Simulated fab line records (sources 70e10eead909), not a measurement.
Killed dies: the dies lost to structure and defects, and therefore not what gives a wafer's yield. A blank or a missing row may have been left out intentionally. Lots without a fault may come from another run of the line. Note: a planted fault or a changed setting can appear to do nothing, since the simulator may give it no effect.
Matching of chambers || flow nand harc || NHARC_A_SGD_CUT_DESCUM_14 on rie diel-02 has 4 sister chambers
The step chemistry O2, time 3 s. 8 wafers are shown with their chamber, then 10 later ones without.

== WAFERS PAIRED WITH THEIR CHAMBERS ==
{"wafer": "L078.6", "chamber": 0, "drypump motor current A (A)": 5.82, "oes product au (a.u.)": 0.987}
{"wafer": "L082.6", "chamber": 0, "drypump motor current A (A)": 5.81, "oes product au (a.u.)": 0.991}
{"wafer": "L086.3", "chamber": 3, "drypump motor current A (A)": 6.09, "oes product au (a.u.)": 0.996}
{"wafer": "L085.1", "chamber": 3, "drypump motor current A (A)": 6.11, "oes product au (a.u.)": 0.992}
{"wafer": "L085.3", "chamber": 1, "drypump motor current A (A)": 6.34, "oes product au (a.u.)": 1.007}
{"wafer": "L085.5", "chamber": 2, "drypump motor current A (A)": 5.99, "oes product au (a.u.)": 1.001}
{"wafer": "L087.2", "chamber": 1, "drypump motor current A (A)": 6.37, "oes product au (a.u.)": 0.994}
{"wafer": "L087.4", "chamber": 2, "drypump motor current A (A)": 5.99, "oes product au (a.u.)": 1.001}

== WAFERS WHOSE CHAMBER IS MISSING ==
{"wafer": "L087.6", "drypump motor current A (A)": 6.40, "oes product au (a.u.)": 0.999}
{"wafer": "L089.2", "drypump motor current A (A)": 6.01, "oes product au (a.u.)": 1.005}
{"wafer": "L089.3", "drypump motor current A (A)": 6.36, "oes product au (a.u.)": 0.993}
{"wafer": "L089.5", "drypump motor current A (A)": 6.11, "oes product au (a.u.)": 1.002}
{"wafer": "L090.1", "drypump motor current A (A)": 6.38, "oes product au (a.u.)": 0.993}
{"wafer": "L090.2", "drypump motor current A (A)": 6.11, "oes product au (a.u.)": 0.997}
{"wafer": "L090.6", "drypump motor current A (A)": 6.38, "oes product au (a.u.)": 0.998}
{"wafer": "L092.4", "drypump motor current A (A)": 5.96, "oes product au (a.u.)": 1.004}
{"wafer": "L092.5", "drypump motor current A (A)": 5.97, "oes product au (a.u.)": 1.001}
{"wafer": "L092.6", "drypump motor current A (A)": 6.38, "oes product au (a.u.)": 1.011}

== CHAMBER TAKEN BY EACH ==
{"wafer": "L087.6", "from the rows above": 1, "in truth": 1}
{"wafer": "L089.2", "from the rows above": 2, "in truth": 2}
{"wafer": "L089.3", "from the rows above": 1, "in truth": 1}
{"wafer": "L089.5", "from the rows above": 3, "in truth": 3}
{"wafer": "L090.1", "from the rows above": 1, "in truth": 1}
{"wafer": "L090.2", "from the rows above": 3, "in truth": 3}
{"wafer": "L090.6", "from the rows above": 1, "in truth": 1}
{"wafer": "L092.4", "from the rows above": 2, "in truth": 2}
{"wafer": "L092.5", "from the rows above": 2, "in truth": 2}
{"wafer": "L092.6", "from the rows above": 1, "in truth": 1}
10 of 10 placed correctly. Left unplaced by these rows: 0. Number placed wrongly: 0.
How it was worked out, from the rows above alone: a wafer's distance from a chamber is the root of the sum, over the readings, of the square of ((its reading less the chamber's mean) divided by the reading's scatter). If the next closest chamber is less than 2 further off than the closest, the wafer can't be placed; otherwise it belongs to the closest. The mean given for a chamber averages the wafers shown for that chamber. How the scatter is found: for the shown wafers, subtract from each reading the mean of its chamber, square and add these, divide the total by (wafers less chambers), then take the root.
